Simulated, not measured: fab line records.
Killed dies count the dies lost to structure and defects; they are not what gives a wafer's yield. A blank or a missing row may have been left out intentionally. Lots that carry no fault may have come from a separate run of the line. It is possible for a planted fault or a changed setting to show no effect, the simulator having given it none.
Split-lot experiment || flow n5Finfet || 39 wafers read across 7 lots, on a route 1938 steps long

SPLIT DETAILS
At N5_MIM_TOP_SPUTTER_03 (material TiN, target thk 35 nm, time 89.7 s), the setting targetThkA was moved away from the recipe's 350 angstrom on 15 of the 39 wafers read, by -51.1% to +50.6%. All remaining wafers had this setting at the recipe value.

The split's own step is where the reading is taken.

THE READING
TiN_of_MIM_TOP_SPUTTER_03.thkNm (the simulator's own value, which no gauge read), in nm, at N5_MIM_TOP_SPUTTER_03 (material TiN, target thk 35 nm, time 89.7 s). The file gives no usual value for it. The 24 wafers here that ran the recipe average 35.1 nm, standard deviation 0.57 nm.

{"wafer": "L076.1", "tool, chamber at the split": "pvdSputter-01, -", "targetThkA as run, angstrom": 350, "against the recipe": "recipe", "TiN_of_MIM_TOP_SPUTTER_03.thkNm, nm": 35.4, "against lot-mates on the recipe": "-"}
{"wafer": "L076.2", "tool, chamber at the split": "pvdSputter-01, -", "targetThkA as run, angstrom": 350, "against the recipe": "recipe", "TiN_of_MIM_TOP_SPUTTER_03.thkNm, nm": 35, "against lot-mates on the recipe": "-"}
{"wafer": "L076.3", "tool, chamber at the split": "pvdSputter-01, -", "targetThkA as run, angstrom": 350, "against the recipe": "recipe", "TiN_of_MIM_TOP_SPUTTER_03.thkNm, nm": 35, "against lot-mates on the recipe": "-"}
{"wafer": "L076.4", "tool, chamber at the split": "pvdSputter-01, -", "targetThkA as run, angstrom": 350, "against the recipe": "recipe", "TiN_of_MIM_TOP_SPUTTER_03.thkNm, nm": 35, "against lot-mates on the recipe": "-"}
{"wafer": "L076.6", "tool, chamber at the split": "pvdSputter-01, -", "targetThkA as run, angstrom": 350, "against the recipe": "recipe", "TiN_of_MIM_TOP_SPUTTER_03.thkNm, nm": 35, "against lot-mates on the recipe": "-"}
{"wafer": "L076.5", "tool, chamber at the split": "pvdSputter-01, -", "targetThkA as run, angstrom": 350, "against the recipe": "recipe", "TiN_of_MIM_TOP_SPUTTER_03.thkNm, nm": 35.6, "against lot-mates on the recipe": "-"}
{"wafer": "L078.1", "tool, chamber at the split": "pvdSputter-01, -", "targetThkA as run, angstrom": 215.9, "against the recipe": "-38.3%", "TiN_of_MIM_TOP_SPUTTER_03.thkNm, nm": 22.4, "against lot-mates on the recipe": -13.5}
{"wafer": "L078.5", "tool, chamber at the split": "pvdSputter-01, -", "targetThkA as run, angstrom": 215.9, "against the recipe": "-38.3%", "TiN_of_MIM_TOP_SPUTTER_03.thkNm, nm": 22.4, "against lot-mates on the recipe": -13.5}
{"wafer": "L078.2", "tool, chamber at the split": "pvdSputter-01, -", "targetThkA as run, angstrom": 215.9, "against the recipe": "-38.3%", "TiN_of_MIM_TOP_SPUTTER_03.thkNm, nm": 22.8, "against lot-mates on the recipe": -13.1}
{"wafer": "L078.3", "tool, chamber at the split": "pvdSputter-01, -", "targetThkA as run, angstrom": 350, "against the recipe": "recipe", "TiN_of_MIM_TOP_SPUTTER_03.thkNm, nm": 36, "against lot-mates on the recipe": "-"}
{"wafer": "L078.4", "tool, chamber at the split": "pvdSputter-01, -", "targetThkA as run, angstrom": 350, "against the recipe": "recipe", "TiN_of_MIM_TOP_SPUTTER_03.thkNm, nm": 35.8, "against lot-mates on the recipe": "-"}
{"wafer": "L078.6", "tool, chamber at the split": "pvdSputter-01, -", "targetThkA as run, angstrom": 350, "against the recipe": "recipe", "TiN_of_MIM_TOP_SPUTTER_03.thkNm, nm": 35.8, "against lot-mates on the recipe": "-"}
{"wafer": "L081.1", "tool, chamber at the split": "pvdSputter-02, -", "targetThkA as run, angstrom": 488.7, "against the recipe": "+39.6%", "TiN_of_MIM_TOP_SPUTTER_03.thkNm, nm": 49, "against lot-mates on the recipe": "+13.7"}
{"wafer": "L081.4", "tool, chamber at the split": "pvdSputter-02, -", "targetThkA as run, angstrom": 488.7, "against the recipe": "+39.6%", "TiN_of_MIM_TOP_SPUTTER_03.thkNm, nm": 49, "against lot-mates on the recipe": "+13.7"}
{"wafer": "L081.2", "tool, chamber at the split": "pvdSputter-02, -", "targetThkA as run, angstrom": 488.7, "against the recipe": "+39.6%", "TiN_of_MIM_TOP_SPUTTER_03.thkNm, nm": 49.2, "against lot-mates on the recipe": "+13.9"}
{"wafer": "L081.3", "tool, chamber at the split": "pvdSputter-02, -", "targetThkA as run, angstrom": 350, "against the recipe": "recipe", "TiN_of_MIM_TOP_SPUTTER_03.thkNm, nm": 35.6, "against lot-mates on the recipe": "-"}
{"wafer": "L081.5", "tool, chamber at the split": "pvdSputter-02, -", "targetThkA as run, angstrom": 350, "against the recipe": "recipe", "TiN_of_MIM_TOP_SPUTTER_03.thkNm, nm": 35.2, "against lot-mates on the recipe": "-"}
{"wafer": "L081.6", "tool, chamber at the split": "pvdSputter-02, -", "targetThkA as run, angstrom": 350, "against the recipe": "recipe", "TiN_of_MIM_TOP_SPUTTER_03.thkNm, nm": 35.2, "against lot-mates on the recipe": "-"}
{"wafer": "L087.1", "tool, chamber at the split": "pvdSputter-03, -", "targetThkA as run, angstrom": 350, "against the recipe": "recipe", "TiN_of_MIM_TOP_SPUTTER_03.thkNm, nm": 34.4, "against lot-mates on the recipe": "-"}
{"wafer": "L087.2", "tool, chamber at the split": "pvdSputter-03, -", "targetThkA as run, angstrom": 171, "against the recipe": "-51.1%", "TiN_of_MIM_TOP_SPUTTER_03.thkNm, nm": 16.4, "against lot-mates on the recipe": -17.5}
{"wafer": "L087.3", "tool, chamber at the split": "pvdSputter-03, -", "targetThkA as run, angstrom": 350, "against the recipe": "recipe", "TiN_of_MIM_TOP_SPUTTER_03.thkNm, nm": 33.6, "against lot-mates on the recipe": "-"}
{"wafer": "L087.4", "tool, chamber at the split": "pvdSputter-03, -", "targetThkA as run, angstrom": 350, "against the recipe": "recipe", "TiN_of_MIM_TOP_SPUTTER_03.thkNm, nm": 33.8, "against lot-mates on the recipe": "-"}
{"wafer": "L087.5", "tool, chamber at the split": "pvdSputter-03, -", "targetThkA as run, angstrom": 171, "against the recipe": "-51.1%", "TiN_of_MIM_TOP_SPUTTER_03.thkNm, nm": 16.2, "against lot-mates on the recipe": -17.7}
{"wafer": "L087.6", "tool, chamber at the split": "pvdSputter-03, -", "targetThkA as run, angstrom": 171, "against the recipe": "-51.1%", "TiN_of_MIM_TOP_SPUTTER_03.thkNm, nm": 16, "against lot-mates on the recipe": -17.9}
{"wafer": "L093.1", "tool, chamber at the split": "pvdSputter-01, -", "targetThkA as run, angstrom": 350, "against the recipe": "recipe", "TiN_of_MIM_TOP_SPUTTER_03.thkNm, nm": 35.6, "against lot-mates on the recipe": "-"}
{"wafer": "L093.2", "tool, chamber at the split": "pvdSputter-01, -", "targetThkA as run, angstrom": 350, "against the recipe": "recipe", "TiN_of_MIM_TOP_SPUTTER_03.thkNm, nm": 35.2, "against lot-mates on the recipe": "-"}
{"wafer": "L093.3", "tool, chamber at the split": "pvdSputter-01, -", "targetThkA as run, angstrom": 350, "against the recipe": "recipe", "TiN_of_MIM_TOP_SPUTTER_03.thkNm, nm": 35.2, "against lot-mates on the recipe": "-"}
{"wafer": "L093.4", "tool, chamber at the split": "pvdSputter-01, -", "targetThkA as run, angstrom": 527.1, "against the recipe": "+50.6%", "TiN_of_MIM_TOP_SPUTTER_03.thkNm, nm": 53.2, "against lot-mates on the recipe": "+17.9"}
{"wafer": "L093.5", "tool, chamber at the split": "pvdSputter-01, -", "targetThkA as run, angstrom": 527.1, "against the recipe": "+50.6%", "TiN_of_MIM_TOP_SPUTTER_03.thkNm, nm": 53.2, "against lot-mates on the recipe": "+17.9"}
{"wafer": "L093.6", "tool, chamber at the split": "pvdSputter-01, -", "targetThkA as run, angstrom": 527.1, "against the recipe": "+50.6%", "TiN_of_MIM_TOP_SPUTTER_03.thkNm, nm": 52.8, "against lot-mates on the recipe": "+17.5"}
{"wafer": "L092.1", "tool, chamber at the split": "pvdSputter-03, -", "targetThkA as run, angstrom": 350, "against the recipe": "recipe", "TiN_of_MIM_TOP_SPUTTER_03.thkNm, nm": 35.4, "against lot-mates on the recipe": "-"}
{"wafer": "L092.2", "tool, chamber at the split": "pvdSputter-03, -", "targetThkA as run, angstrom": 350, "against the recipe": "recipe", "TiN_of_MIM_TOP_SPUTTER_03.thkNm, nm": 34.8, "against lot-mates on the recipe": "-"}
{"wafer": "L092.3", "tool, chamber at the split": "pvdSputter-03, -", "targetThkA as run, angstrom": 350, "against the recipe": "recipe", "TiN_of_MIM_TOP_SPUTTER_03.thkNm, nm": 35, "against lot-mates on the recipe": "-"}
{"wafer": "L092.4", "tool, chamber at the split": "pvdSputter-03, -", "targetThkA as run, angstrom": 431.7, "against the recipe": "+23.3%", "TiN_of_MIM_TOP_SPUTTER_03.thkNm, nm": 42.6, "against lot-mates on the recipe": "+7.5"}
{"wafer": "L092.6", "tool, chamber at the split": "pvdSputter-03, -", "targetThkA as run, angstrom": 431.7, "against the recipe": "+23.3%", "TiN_of_MIM_TOP_SPUTTER_03.thkNm, nm": 42.6, "against lot-mates on the recipe": "+7.5"}
{"wafer": "L092.5", "tool, chamber at the split": "pvdSputter-03, -", "targetThkA as run, angstrom": 431.7, "against the recipe": "+23.3%", "TiN_of_MIM_TOP_SPUTTER_03.thkNm, nm": 43.6, "against lot-mates on the recipe": "+8.5"}
{"wafer": "L096.2", "tool, chamber at the split": "pvdSputter-03, -", "targetThkA as run, angstrom": 350, "against the recipe": "recipe", "TiN_of_MIM_TOP_SPUTTER_03.thkNm, nm": 35.4, "against lot-mates on the recipe": "-"}
{"wafer": "L096.5", "tool, chamber at the split": "pvdSputter-03, -", "targetThkA as run, angstrom": 350, "against the recipe": "recipe", "TiN_of_MIM_TOP_SPUTTER_03.thkNm, nm": 35.4, "against lot-mates on the recipe": "-"}
{"wafer": "L096.6", "tool, chamber at the split": "pvdSputter-03, -", "targetThkA as run, angstrom": 350, "against the recipe": "recipe", "TiN_of_MIM_TOP_SPUTTER_03.thkNm, nm": 34.6, "against lot-mates on the recipe": "-"}

THE FIT
A straight line over all 39 wafers: TiN_of_MIM_TOP_SPUTTER_03.thkNm changes by +0.353 nm for each +1% of targetThkA; r = +1.00; the points scatter about the line by 0.62 nm.
The same after taking each lot's own level away (the mean of its wafers on the recipe; 39 wafers): +0.347 nm for each +1%; r = +1.00; scatter 0.27 nm.
The reading moves by 18 nm for the largest change in targetThkA, on that fit.
The span of the lots' own levels, 33.93 to 35.87 nm, comes to 3.4 times the standard deviation stated above.
The two slopes are in agreement: the lot-to-lot level therefore moves the slope only a little.
Check: for one of the wafers moved furthest among these (-51.1%), held out of the fit, the line's prediction against its lot-mates is -17.8 nm. It came out at -17.5 nm against them.

THESE WAFERS: OTHER SPLITS
Other splits were also applied to these wafers ahead of the reading. Each is held against what the fit with the lots' levels taken away leaves over:
{"other split on the same wafers": "N5_FIN_SAQP_ALD_61 aldCycles", "wafers away from the commonest value": 15, "r with TiN_of_MIM_TOP_SPUTTER_03.thkNm (lot level and that fit taken away)": -0.02}
{"other split on the same wafers": "N5_SD_EPI_N_ETCH_16 targetDepthA", "wafers away from the commonest value": 18, "r with TiN_of_MIM_TOP_SPUTTER_03.thkNm (lot level and that fit taken away)": -0.14}
{"other split on the same wafers": "N5_MOL_CONTACT_COAG_CVD_140 targetThkA", "wafers away from the commonest value": 18, "r with TiN_of_MIM_TOP_SPUTTER_03.thkNm (lot level and that fit taken away)": "+0.09"}
{"other split on the same wafers": "N5_BEOL_M8_DEP_56 targetThkA", "wafers away from the commonest value": 12, "r with TiN_of_MIM_TOP_SPUTTER_03.thkNm (lot level and that fit taken away)": "+0.22"}
{"other split on the same wafers": "N5_BEOL_M14_ETCH_68 targetDepthA", "wafers away from the commonest value": 18, "r with TiN_of_MIM_TOP_SPUTTER_03.thkNm (lot level and that fit taken away)": "+0.32"}

THE FILE'S OWN FIT
TiN_of_MIM_TOP_SPUTTER_03.thkNm changes by +0.347 nm for each +1% of targetThkA, r = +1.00.
